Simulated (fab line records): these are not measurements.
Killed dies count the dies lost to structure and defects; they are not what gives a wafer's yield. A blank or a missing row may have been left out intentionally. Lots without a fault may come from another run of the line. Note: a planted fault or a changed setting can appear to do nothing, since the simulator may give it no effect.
Matching of chambers | flow n5 finfet | N5_MIM_TOP_ETCH_STRIP_01 on rie diel-03: 4 sister chambers
The step strips in O2. 14 wafers are shown with their chamber, then 7 later ones without.

## EACH WAFER AND ITS CHAMBER
wafer  | chamber | drypump motor current A (A) | showerhead plenum p Torr (Torr) | oes product au (a.u.)
L075.3 | 3       | 5.9                         | 2.15                            | 0.66
L075.4 | 1       | 6.4                         | 2.14                            | 0.66
L075.5 | 0       | 5.9                         | 2.15                            | 0.68
L082.1 | 0       | 5.9                         | 2.14                            | 0.69
L082.3 | 3       | 5.9                         | 2.14                            | 0.95
L082.4 | 3       | 5.9                         | 2.14                            | 0.97
L083.2 | 0       | 5.9                         | 2.14                            | 0.68
L083.3 | 3       | 5.9                         | 2.14                            | 0.96
L083.6 | 2       | 5.6                         | 2.12                            | 0.73
L085.1 | 3       | 5.9                         | 2.14                            | 0.95
L085.2 | 2       | 5.7                         | 2.12                            | 0.72
L085.6 | 2       | 5.6                         | 2.12                            | 0.73
L090.4 | 2       | 5.6                         | 2.12                            | 0.74
L090.5 | 0       | 5.9                         | 2.14                            | 0.68

SIGNATURES (averages over the wafers above)
reading                  | chamber 0 | chamber 1 | chamber 2 | chamber 3 | scatter within a chamber
drypump motor current A  | 5.900     | 6.400     | 5.625     | 5.900     | 0.0274
showerhead plenum p Torr | 2.1425    | 2.1400    | 2.1200    | 2.1420    | 0.00394
oes product au           | 0.6825    | 0.6600    | 0.7300    | 0.8980    | 0.0845
Rule: a wafer lies at a distance from a chamber equal to the root of the sum of squares, over the readings, of (its reading less the chamber's mean, divided by the reading's scatter). If the next closest chamber is less than 2 further off than the closest, the wafer can't be placed; otherwise it belongs to the closest. The scatter is the square root of a quotient: the sum, over the shown wafers, of each reading's squared deviation from its chamber's mean, divided by wafers minus chambers.

## WAFERS WITH NO CHAMBER GIVEN
wafer  | drypump motor current A (A) | showerhead plenum p Torr (Torr) | oes product au (a.u.)
L090.6 | 5.9                         | 2.14                            | 0.91
L091.1 | 5.6                         | 2.12                            | 0.72
L091.3 | 5.9                         | 2.14                            | 0.67
L091.6 | 5.9                         | 2.14                            | 0.91
L097.2 | 6.5                         | 2.13                            | 0.86
L097.4 | 5.9                         | 2.13                            | 0.97
L097.5 | 5.6                         | 2.11                            | 0.71

## WHICH CHAMBER EACH ONE RAN IN
wafer  | from the rows above     | in truth
L090.6 | 3                       | 3
L091.1 | 2                       | 2
L091.3 | 0                       | 0
L091.6 | 3                       | 3
L097.2 | 1                       | 1
L097.4 | can't be placed: 3 or 0 | 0
L097.5 | 2                       | 2
Correctly placed: 6 of 7. Can't be placed from these rows: 1 (the true chamber is among the candidates in 1). Number placed wrongly: 0.
